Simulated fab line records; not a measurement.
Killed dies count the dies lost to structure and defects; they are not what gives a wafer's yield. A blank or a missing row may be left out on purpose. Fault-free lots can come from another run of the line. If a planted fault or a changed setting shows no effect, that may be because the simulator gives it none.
fab line records | flow n5Finfet
record: lots: 11 | wafers: 33 | lastDay: 18
route steps=1938 shown BEOL_M8@1389 MIM_BOT_LITHO@1863 MIM_BOT_ETCH@1869 PASS1_CAP@1874 PASSIVATION@1936
lots that met no fault: taken from a fault-free run of the same line
startH: hours from the record's opening day to when the first of the lot's shown wafers began | waitH: how many hours have passed since the lot's step before this one | " same as the row above | L1.1+2: a single row standing in for several wafers | - value missing, or start not given | * or withheld: withheld | < > ~ a bound
route shown NAME@n: NAME is a module with steps in the file, n the number in the route of the first one | usual: mean and standard deviation over wafers with no fault | same: alike in all rows | chamber/n: place in a boat | sites: readings site by site | _std_site: the values' standard deviation | _edge_site: the outer-site mean with the inner-site mean subtracted | radiusMm: how far each site lies from the wafer's centre | mask NAME#n: copy n | behind: tool/chamber where the wafer was last shaped | hold: why the lot went on hold/how many hours it stayed there/how the hold came to an end | device: the n, p or np transistor that did not switch | end of line: the tests these same wafers got at the end of their route | a step with no rows: only its recipe | killed: the dies lost at the first sort to structure and to defects; this is not the yield of the wafer | map: a wafer's dies, marking killed ones x, the rest . and places with no die _
set.NAME: the setting as run; set.NAME@STEP: as run at that earlier step | model.NAME: the simulator's own value behind a step, which no gauge read
route steps across a sampled set of lots; one table per step, one row per wafer
services: the hour from which a tool's chamber was out of use, counted from the record's first day as startH (under 0 if before that day), plus the number of hours and why
== steps ==
step: N5_BEOL_M8_ALD_77
recipe: material: TaN | targetThkA: 20 | tempC: 275 | aldPrecursorFamily: PDMAT | aldCoReactant: NH3 | pressureTorr: 3 | carrierFlowSccm: 1500 | pulseTimeS: 2 | purgeTimeS: 3 | coReactantPurgeTimeS: 2 | coReactantPulseTimeS: 3 | aldCycles: 40 | precursorVesselTempC: 75 | precursorVesselPressureTorr: 26.25 | precursorVesselCarrierSccm: 1000
usual: heaterPowerW: 417/49 | susceptorTempC: 275.02/0.19
same: coReactantPurgeTimeS: 2
lot.wafer | tool        | chamber | startH | waitH | heaterPowerW | susceptorTempC
L661.1    | aldMetal-02 | 2       | 197.85 | 0.0   | 512          | 275.06
L661.3    | "           | 3       | "      | "     | 370          | 275.02
L661.5    | "           | 1       | "      | "     | 387          | 275.01
L662.2    | aldMetal-02 | 1       | 208.54 | 0.0   | 378          | 274.98
L662.4    | "           | 2       | "      | "     | 512          | 275.08
L662.5    | "           | 3       | "      | "     | 378          | 275.05
L664.2    | aldMetal-03 | 2       | 214.86 | 0.0   | 460          | 274.76
L664.4    | "           | 0       | "      | "     | 364          | 275.10
L664.5    | "           | 0       | "      | "     | 357          | 274.84
L669.2    | aldMetal-03 | 1       | 227.31 | 0.0   | 475          | 275.10
L669.3    | "           | 2       | "      | "     | 456          | 274.79
L669.4    | "           | 3       | "      | "     | 403          | 275.11
L670.1    | aldMetal-02 | 3       | 232.72 | 0.1   | 378          | 275.12
L670.2    | "           | 0       | "      | "     | 422          | 274.86
L670.4    | "           | 2       | "      | "     | 501          | 275.08
L675.2    | aldMetal-02 | 3       | 319.24 | 0.0   | 366          | 275.33
L675.3    | "           | 0       | "      | "     | 422          | 275.01
L675.5    | "           | 3       | "      | "     | 380          | 274.94
L681.3    | aldMetal-03 | 2       | 324.81 | 0.0   | 458          | 274.85
L681.4    | "           | 0       | "      | "     | 368          | 275.00
L681.5    | "           | 1       | "      | "     | 477          | 275.09
L682.2    | aldMetal-01 | 3       | 324.91 | 0.1   | 456          | 274.87
L682.5    | "           | 0       | "      | "     | 364          | 275.05
L682.6    | "           | 3       | "      | "     | 473          | 275.09
L677.1    | aldMetal-03 | 3       | 329.46 | 0.0   | 412          | 275.00
L677.3    | "           | 0       | "      | "     | 369          | 274.82
L677.6    | "           | 2       | "      | "     | 463          | 275.78
L676.3    | aldMetal-03 | 3       | 338.92 | 0.1   | 399          | 275.32
L676.5    | "           | 1       | "      | "     | 486          | 274.84
L676.6    | "           | 0       | "      | "     | 372          | 275.37
L678.1    | aldMetal-03 | 1       | 348.57 | 0.0   | 472          | 275.05
L678.2    | "           | 3       | "      | "     | 397          | 274.56
L678.3    | "           | 2       | "      | "     | 454          | 275.19
step: N5_MIM_BOT_LITHO_OVL_MEAS_11
recipe: pointsPerWafer: 44
usual: MIM_BOT_OVL: 2/5.2
lot.wafer | tool       | chamber | startH | waitH | MIM_BOT_OVL[nm]
L661.1    | overlay-02 | 0       | 239.88 | 0.0   | 4
L661.3    | "          | 0       | "      | "     | 1
L661.5    | "          | 0       | "      | "     | 11
L662.2    | overlay-02 | 0       | 248.90 | 0.0   | 1
L662.4    | "          | 0       | "      | "     | 1
L662.5    | "          | 0       | "      | "     | -2
L664.2    | overlay-01 | 0       | 251.33 | 0.0   | 6
L664.4    | "          | 0       | "      | "     | 1
L664.5    | "          | 0       | "      | "     | 10
L669.2    | overlay-01 | 0       | 269.27 | 0.0   | 2
L669.3    | "          | 0       | "      | "     | 6
L669.4    | "          | 0       | "      | "     | -3
L670.1    | overlay-02 | 0       | 285.31 | 0.0   | -6
L670.2    | "          | 0       | "      | "     | -7
L670.4    | "          | 0       | "      | "     | -9
L675.2    | overlay-01 | 0       | 366.81 | 0.0   | 3
L675.3    | "          | 0       | "      | "     | -4
L675.5    | "          | 0       | "      | "     | -2
L682.2    | overlay-01 | 0       | 383.56 | 0.0   | -12
L682.5    | "          | 0       | "      | "     | 2
L682.6    | "          | 0       | "      | "     | -5
L681.3    | overlay-02 | 0       | 385.95 | 0.0   | 2
L681.4    | "          | 0       | "      | "     | 2
L681.5    | "          | 0       | "      | "     | 5
L677.1    | overlay-02 | 0       | 387.22 | 0.0   | 12
L677.3    | "          | 0       | "      | "     | 5
L677.6    | "          | 0       | "      | "     | 3
L676.3    | overlay-02 | 0       | 409.57 | 0.0   | 3
L676.5    | "          | 0       | "      | "     | 5
L676.6    | "          | 0       | "      | "     | 12
L678.1    | overlay-01 | 0       | 411.86 | 0.0   | 6
L678.2    | "          | 0       | "      | "     | -4
L678.3    | "          | 0       | "      | "     | 1
step: N5_MIM_BOT_ETCH_STRIP_01
recipe: chemistry: O2 | powerW: 600 | tempC: 60 | pressureMtorr: 30 | rfFrequencyHz: 6e+07 | biasPowerW: 0 | overashFraction: 0.5 | o2FlowSccm: 225
usual: drypumpMotorCurrentA: 5.9/0.43 | oesProductAu: 0.82/0.077 | rfVppV: 3.7/1.1 | showerheadPlenumPTorr: 2.11/0.086 | throttleValvePct: 16.64/0.21
lot.wafer | tool       | chamber | startH | waitH | drypumpMotorCurrentA | oesProductAu | rfHoursCounterH | rfVppV | showerheadPlenumPTorr | throttleValvePct
L661.1    | rieDiel-04 | 2       | 240.54 | 0.2   | 6.3                  | 0.70         | 224             | 2.4    | 1.98                  | 17.18
L661.3    | "          | 0       | "      | "     | 6.3                  | 0.90         | 33              | 4.2    | 2.07                  | 16.45
L661.5    | "          | 2       | "      | "     | 6.3                  | 0.69         | -               | 5.3    | 1.98                  | 17.17
L662.2    | rieDiel-02 | 1       | 249.56 | 0.1   | 6.2                  | 0.86         | 38              | 4.0    | 2.23                  | 16.42
L662.4    | "          | 0       | "      | "     | 6.4                  | 0.70         | 215             | 2.9    | 1.99                  | 16.89
L662.5    | "          | 1       | "      | "     | 6.2                  | 0.86         | -               | 3.6    | 2.23                  | 16.43
L664.2    | rieDiel-04 | 1       | 251.99 | 0.2   | 6.3                  | 0.86         | 68              | 3.3    | 2.12                  | 16.63
L664.4    | "          | 0       | "      | "     | 6.3                  | 0.90         | 38              | 2.6    | 2.07                  | 16.44
L664.5    | "          | 2       | "      | "     | 6.3                  | 0.70         | -               | 3.4    | 1.98                  | 17.15
L669.2    | rieDiel-03 | 2       | 270.11 | 0.5   | 5.1                  | 0.68         | 237             | 6.1    | 2.06                  | 16.75
L669.3    | "          | 1       | "      | "     | 5.9                  | 0.81         | 94              | 4.1    | 2.11                  | 16.92
L669.4    | "          | 3       | "      | "     | 5.4                  | 0.82         | 84              | 5.2    | 2.21                  | 16.48
L670.1    | rieDiel-02 | 1       | 286.03 | 0.1   | 6.2                  | 0.84         | 50              | 5.4    | 2.23                  | 16.45
L670.2    | "          | 0       | "      | "     | 6.4                  | 0.69         | 226             | 2.3    | 1.99                  | 16.90
L670.4    | "          | 3       | "      | "     | 6.4                  | 0.88         | 79              | 2.8    | 2.11                  | 16.61
L675.2    | rieDiel-03 | 1       | 367.25 | 0.1   | 5.9                  | 0.79         | 123             | 2.6    | 2.10                  | 17.00
L675.3    | "          | 2       | "      | "     | 5.1                  | 0.92         | 10              | 5.2    | 2.06                  | 16.36
L675.5    | "          | 1       | "      | "     | 5.9                  | 0.80         | -               | 4.2    | 2.10                  | 16.96
L682.2    | rieDiel-03 | 1       | 384.00 | 0.1   | 5.9                  | 0.77         | 129             | 3.2    | 2.10                  | 17.01
L682.5    | "          | 0       | "      | "     | 5.7                  | 0.89         | -               | 3.2    | 2.22                  | 16.61
L682.6    | "          | 3       | "      | "     | 5.5                  | 0.76         | -               | 3.6    | 2.19                  | 16.49
L681.3    | rieDiel-03 | 3       | 386.45 | 0.1   | 5.4                  | 0.74         | 117             | 3.1    | 2.19                  | 16.49
L681.4    | "          | 2       | "      | "     | 5.1                  | 0.92         | 16              | 3.2    | 2.05                  | 16.35
L681.5    | "          | 0       | "      | "     | 5.7                  | 0.88         | -               | 2.1    | 2.23                  | 16.56
L677.1    | rieDiel-02 | 3       | 387.66 | 0.1   | 6.4                  | 0.80         | 114             | 4.3    | 2.10                  | 16.69
L677.3    | "          | 1       | "      | "     | 6.2                  | 0.81         | 84              | 3.2    | 2.21                  | 16.53
L677.6    | "          | 0       | "      | "     | 6.3                  | 0.99         | -               | 2.5    | 1.98                  | 16.54
L676.3    | rieDiel-04 | 1       | 410.07 | 0.1   | 6.3                  | 0.81         | 113             | 5.1    | 2.10                  | 16.73
L676.5    | "          | 3       | "      | "     | 5.3                  | 0.78         | -               | 4.5    | 2.02                  | 16.46
L676.6    | "          | 0       | "      | "     | 6.2                  | 0.82         | -               | 4.4    | 2.05                  | 16.49
L678.1    | rieDiel-02 | 3       | 412.30 | 0.1   | 6.3                  | 0.80         | 122             | 4.4    | 2.10                  | 16.72
L678.2    | "          | 2       | "      | "     | 6.0                  | 0.73         | 215             | 3.4    | 2.17                  | 16.76
L678.3    | "          | 1       | "      | "     | 6.2                  | 0.78         | 93              | 2.4    | 2.21                  | 16.51
step: N5_PASSIVATION_PECVD_01
recipe: material: SiNx | targetThkA: 2000 | tempC: 400 | precursor: SiH4/NH3/N2 | pressureTorr: 4.9 | rfW: 1406 | timeS: 43.2
usual: heaterPowerW: 358/100 | showerheadPlenumPTorr: 8.67/0.068 | susceptorTempC: 400.01/0.24 | throttleValvePct: 29.5/1.5
lot.wafer | tool     | chamber | startH | waitH | heaterPowerW | showerheadPlenumPTorr | susceptorTempC | throttleValvePct
L661.1    | pecvd-02 | 2       | 241.12 | 0.0   | 662          | 8.61                  | 399.65         | 28.7
L661.3    | "        | 2       | "      | "     | 663          | 8.60                  | 399.90         | 28.8
L661.5    | "        | 0       | "      | "     | 322          | 8.63                  | 400.03         | 30.8
L662.2    | pecvd-04 | 0       | 250.13 | 0.0   | 243          | 8.73                  | 399.88         | 30.7
L662.4    | "        | 1       | "      | "     | 384          | 8.73                  | 399.84         | 28.7
L662.5    | "        | 2       | "      | "     | 280          | 8.58                  | 399.89         | 25.6
L664.2    | pecvd-02 | 1       | 252.56 | 0.0   | 402          | 8.65                  | 399.94         | 30.0
L664.4    | "        | 2       | "      | "     | 547          | 8.60                  | 400.15         | 28.8
L664.5    | "        | 0       | "      | "     | 332          | 8.63                  | 399.93         | 30.5
L669.2    | pecvd-02 | 2       | 270.65 | 0.0   | 588          | 8.57                  | 400.44         | 29.0
L669.3    | "        | 1       | "      | "     | 335          | 8.63                  | 399.80         | 29.6
L669.4    | "        | 2       | "      | "     | 605          | 8.58                  | 399.99         | 28.7
L670.1    | pecvd-02 | 0       | 286.66 | 0.0   | 277          | 8.63                  | 400.23         | 30.8
L670.2    | "        | 1       | "      | "     | 310          | 8.64                  | 400.10         | 29.4
L670.4    | "        | 1       | "      | "     | 320          | 8.61                  | 399.98         | 30.0
L675.2    | pecvd-04 | 2       | 367.79 | 0.0   | 166          | 8.59                  | 399.92         | 26.8
L675.3    | "        | 0       | "      | "     | 287          | 8.73                  | 399.90         | 31.1
L675.5    | "        | 0       | "      | "     | 294          | 8.73                  | 399.78         | 31.5
L682.2    | pecvd-04 | 0       | 384.54 | 0.0   | 251          | 8.75                  | 399.88         | 31.4
L682.5    | "        | 1       | "      | "     | 370          | 8.78                  | 399.73         | 29.1
L682.6    | "        | 0       | "      | "     | 264          | 8.74                  | 399.96         | 31.5
L681.3    | pecvd-04 | 1       | 386.99 | 0.0   | 305          | 8.76                  | 400.05         | 28.7
L681.4    | "        | 2       | "      | "     | 283          | 8.58                  | 399.95         | 26.4
L681.5    | "        | 1       | "      | "     | 321          | 8.77                  | 400.09         | 28.8
L677.1    | pecvd-03 | 0       | 388.22 | 0.0   | 366          | 8.77                  | 400.48         | 30.8
L677.3    | "        | 2       | "      | "     | 396          | 8.63                  | 399.86         | 30.4
L677.6    | "        | 0       | "      | "     | 390          | 8.75                  | 400.48         | 30.6
L676.3    | pecvd-03 | 2       | 410.65 | 0.0   | 401          | 8.66                  | 399.53         | 30.5
L676.5    | "        | 2       | "      | "     | 418          | 8.64                  | 399.82         | 30.5
L676.6    | "        | 0       | "      | "     | 338          | 8.74                  | 399.82         | 30.6
L678.1    | pecvd-04 | 2       | 412.84 | 0.0   | 241          | 8.59                  | 400.11         | 27.0
L678.2    | "        | 0       | "      | "     | 283          | 8.71                  | 400.16         | 31.3
L678.3    | "        | 1       | "      | "     | 346          | 8.75                  | 400.55         | 29.0
step: N5_PASSIVATION_PROBE_49
usual: defectLimitedYield: 91.0/1.5 | killed_at_M0_to_M3: 32/9.6 | killed_at_M4_up: 13/4.7 | killedAtContacts: 13/7.2 | killedAtFrontEnd: 44/13 | killedAtOther: 4/3.4 | killedDies: 106/18 | killedOnRim: 14/4.2 | killedOpen: 70/13 | killedShort: 35/8 | sort_bin_5_function: 5.3/0.97 | sort_bin_6_memory: 3.4/0.73 | sort_bin_8_speed: 0.00/0.036 | sortNPass: 1074/18 | sortYieldPct: 91.0/1.5
same: grossDies: 1180 | killedAtBackSide: 0 | sort_bin_4_leakage[%]: 0
lot.wafer | tool      | chamber | startH | waitH | defectLimitedYield[%] | killed_at_M0_to_M3 | killed_at_M4_up | killedAtContacts | killedAtFrontEnd | killedAtOther | killedDies | killedOnRim | killedOpen | killedShort | sort_bin_5_function[%] | sort_bin_6_memory[%] | sort_bin_8_speed[%] | sortNPass | sortYieldPct[%]
L677.1    | prober-02 | -       | 396.76 | 0.0   | 89.8                  | 41                 | 14              | 8                | 56               | 1             | 120        | 15          | 80         | 33          | 6.2                    | 3.6                  | 0                   | 1060      | 89.8
L678.1    | prober-01 | -       | 425.08 | 0.0   | 89.5                  | 33                 | 16              | 26               | 47               | 2             | 124        | 15          | 87         | 36          | 5.8                    | 4.3                  | 0                   | 1056      | 89.5
L678.2    | prober-01 | -       | 425.13 | 0.1   | 91.6                  | 31                 | 7               | 15               | 43               | 3             | 99         | 9           | 60         | 37          | 4.7                    | 3.3                  | 0                   | 1081      | 91.6
L678.3    | prober-01 | -       | 425.18 | 0.1   | 87.4                  | 21                 | 59              | 18               | 48               | 3             | 149        | 30          | 60         | 40          | 7.7                    | 3.7                  | 0                   | 1031      | 87.4
killed by level:class
L677.1 STI_FIN_REVEAL:geometricParticle:open=24 BEOL_M3:geometricParticle:open=10 BEOL_M1:geometricParticle:open=9 FIN_SAQP:geometricParticle:open=7 FIN_SAQP:geometricParticle:short=5 MOL_CONTACT_COAG:geometricParticle:open=5 BEOL_M0_SAQP:geometricParticle:short=5 BEOL_M4:geometricParticle:open=5
L678.1 MOL_CONTACT_COAG:geometricParticle:open=22 STI_FIN_REVEAL:geometricParticle:open=18 BEOL_M0_SAQP:geometricParticle:short=11 BEOL_M0_SAQP:geometricParticle:open=7 BEOL_M1:geometricParticle:open=7 FIN_SAQP:geometricParticle:open=6 BEOL_M8:geometricParticle:open=6 DUMMY_GATE:geometricParticle:open=5
L678.2 MOL_CONTACT_COAG:geometricParticle:open=12 STI_FIN_REVEAL:geometricParticle:open=9 BEOL_M0:geometricParticle:open=7 STARTING-WAFER:geometricParticle:short=7 BEOL_M0_SAQP:geometricParticle:short=6 BEOL_M0_SAQP:geometricParticle:open=6 STI_FIN_REVEAL:geometricParticle:short=5 FIN_SAQP:geometricParticle:short=4
L678.3 BEOL_M8:unspecified=48 MOL_CONTACT_COAG:geometricParticle:open=14 STI_FIN_REVEAL:geometricParticle:open=11 BEOL_M0_SAQP:geometricParticle:short=8 STI_FIN_REVEAL:geometricParticle:short=6 GATE_CUT:geometricParticle:short=6 BEOL_M3:geometricParticle:open=5 FIN_SAQP:geometricParticle:short=4
== services ==
tool        | chamber | startH | hours | kind
rieDiel-02  | 3       | 179.16 | 26.0  | repair
rieDiel-04  | -       | 181.13 | 14.6  | pm
aldMetal-02 | 0       | 184.41 | 9.5   | repair
pecvd-02    | -       | 191.55 | 2.8   | pm
pecvd-04    | 2       | 191.56 | 2.1   | scheduledDown
pecvd-04    | 2       | 202.38 | -     | clean
pecvd-04    | 2       | 202.38 | -     | consumableReplace:showerhead
pecvd-04    | 2       | 202.38 | 29.0  | scheduledDown
aldMetal-01 | -       | 231.08 | 2.8   | pm
rieDiel-03  | -       | 246.82 | 1.1   | repair
rieDiel-04  | 0       | 253.23 | 8.6   | repair
rieDiel-04  | -       | 273.54 | 1.3   | repair
aldMetal-03 | 3       | 287.03 | 5.3   | repair
pecvd-04    | 2       | 301.30 | 3.7   | repair
aldMetal-01 | 1       | 328.35 | 30.4  | repair
aldMetal-01 | -       | 337.25 | 14.0  | pm
pecvd-02    | -       | 365.26 | 3.4   | repair
rieDiel-03  | 3       | 380.63 | 2.6   | repair
rieDiel-04  | 2       | 381.35 | 3.7   | repair
aldMetal-01 | 2       | 381.89 | 4.6   | repair
aldMetal-03 | 1       | 395.41 | 14.6  | repair
aldMetal-02 | 2       | 396.85 | 31.2  | repair
rieDiel-03  | 2       | 400.26 | 25.0  | repair
rieDiel-03  | 0       | 402.50 | 2.4   | repair
== key ==
firstSign: step: N5_PASSIVATION_PROBE_49 | reading: killed_at_M4_up | direction: up | sigmas: 9.7 | usual: 13 | struck: 59
effect: step: N5_PASSIVATION_PROBE_49 | reading: killedOnRim | direction: up | sigmas: 3.8 | usual: 14 | struck: 30
moreKillsBornAt: N5_BEOL_M8_ALD_77@aldMetal-03: 48
metAt N5_BEOL_M8_ALD_77
struckLots L678
struckWafers L678.3
notActingAt N5_MIM_BOT_LITHO_OVL_MEAS_11,N5_MIM_BOT_ETCH_STRIP_01,N5_PASSIVATION_PECVD_01
onsetBetween 329.46 348.57
fault: kind: chamberParticleSource | tool: aldMetal-03 | chamber: 2 | onsetH: 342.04 | steps: N5_BEOL_M8_ALD_77 | ratePerVisitCm2: 0.52709 | endH: 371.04
